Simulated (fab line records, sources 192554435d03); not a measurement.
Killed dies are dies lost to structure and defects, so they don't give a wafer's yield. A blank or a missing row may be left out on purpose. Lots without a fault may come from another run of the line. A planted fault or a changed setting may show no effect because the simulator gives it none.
Chamber matching | flow n5_finfet | N5_BEOL_M13_CMP_49 on cmp-02: 4 sister chambers
The step polishes, stops on SiOC, t overpolish 17.1 s, target thk 420 nm. 7 wafers are shown with their chamber, then 7 later ones without.

WAFERS WITH THEIR CHAMBER
wafer  | chamber | motor_current_A (A) | barrier_field_endpoint_s (s)
L126.2 | 3       | 5.6                 | 30.6
L125.1 | 2       | 6.1                 | 30.9
L128.1 | 2       | 6.2                 | 31.0
L128.3 | 1       | 6.7                 | 31.6
L128.4 | 0       | 6.4                 | 30.2
L127.1 | 1       | 6.3                 | 31.8
L127.2 | 0       | 6.4                 | 31.3

WAFERS WITHOUT THEIR CHAMBER
wafer  | motor_current_A (A) | barrier_field_endpoint_s (s)
L127.6 | 6.1                 | 31.8
L130.1 | 6.4                 | 29.3
L130.2 | 6.2                 | 30.8
L130.3 | 6.3                 | 30.0
L131.2 | 5.3                 | 29.5
L131.3 | 6.5                 | 29.6
L131.5 | 6.3                 | 30.5

WHICH CHAMBER EACH WENT THROUGH
wafer  | from the rows above          | in truth
L127.6 | can't be placed: 2 or 1 or 0 | 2
L130.1 | can't be placed: 0 or 2      | 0
L130.2 | can't be placed: 2 or 0      | 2
L130.3 | can't be placed: 0 or 2      | 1
L131.2 | 3                            | 3
L131.3 | can't be placed: 0 or 2      | 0
L131.5 | can't be placed: 0 or 2      | 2
Placed correctly: 1 of 7. Can't be placed from these rows: 6 (the true chamber is among the candidates in 5). Placed wrongly: 0.
How it was worked out, from the rows above alone: a wafer's distance from a chamber is the root of the sum, over the readings, of the square of ((its reading less the chamber's mean) divided by the reading's scatter). The wafer belongs to the nearest chamber; if the next one is less than 2 further off, it can't be placed. A chamber's mean is the mean of its shown wafers. The scatter: the root of (the sum of the squares of (reading less its chamber's mean) over the shown wafers, divided by (wafers less chambers)).
